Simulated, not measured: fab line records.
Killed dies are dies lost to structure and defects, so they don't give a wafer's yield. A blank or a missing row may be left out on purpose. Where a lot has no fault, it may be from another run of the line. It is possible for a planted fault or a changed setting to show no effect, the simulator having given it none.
Chamber matching | flow n5 finfet | uv cure-03 running N5_BEOL_M5_CURE_80: 3 sister chambers
The step cures SiCOH lowk, time 120 s. 3 wafers are shown with their chamber, then 12 later ones without.

## WAFERS, EACH WITH ITS CHAMBER
wafer  | chamber | wafer_temp_C_max
L077.4 | 1       | 373.2
L086.5 | 0       | 371.3
L090.6 | 2       | 373.1

## WAFERS MISSING THEIR CHAMBER
wafer  | wafer_temp_C_max
L093.1 | 371.3
L093.3 | 371.2
L093.4 | 371.4
L093.2 | 371.4
L093.5 | 371.2
L093.6 | 371.1
L096.1 | 374.3
L096.4 | 372.9
L096.5 | 373.7
L097.1 | 373.2
L097.4 | 373.2
L097.6 | 373.7

## THE CHAMBER EACH PASSED THROUGH
wafer  | from the rows above     | in truth
L093.1 | 0                       | 0
L093.3 | 0                       | 0
L093.4 | 0                       | 0
L093.2 | 0                       | 0
L093.5 | 0                       | 0
L093.6 | 0                       | 0
L096.1 | can't be placed: 1 or 2 | 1
L096.4 | can't be placed: 2 or 1 | 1
L096.5 | can't be placed: 1 or 2 | 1
L097.1 | can't be placed: 1 or 2 | 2
L097.4 | can't be placed: 1 or 2 | 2
L097.6 | can't be placed: 1 or 2 | 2
Correct placement for 6 of the 12. Cannot be placed on the basis of these rows: 6; the candidates contain the true chamber in 6. Placed wrongly: 0.
How it was worked out, from the rows above alone: a wafer's distance from a chamber is the root of the sum, over the readings, of the square of ((its reading less the chamber's mean) divided by the reading's scatter). If the next closest chamber is less than 2 further off than the closest, the wafer can't be placed; otherwise it belongs to the closest. The mean given for a chamber averages the wafers shown for that chamber. The scatter: root of mean squared gap, hidden wafer to nearest shown wafer, with one shown wafer a chamber.
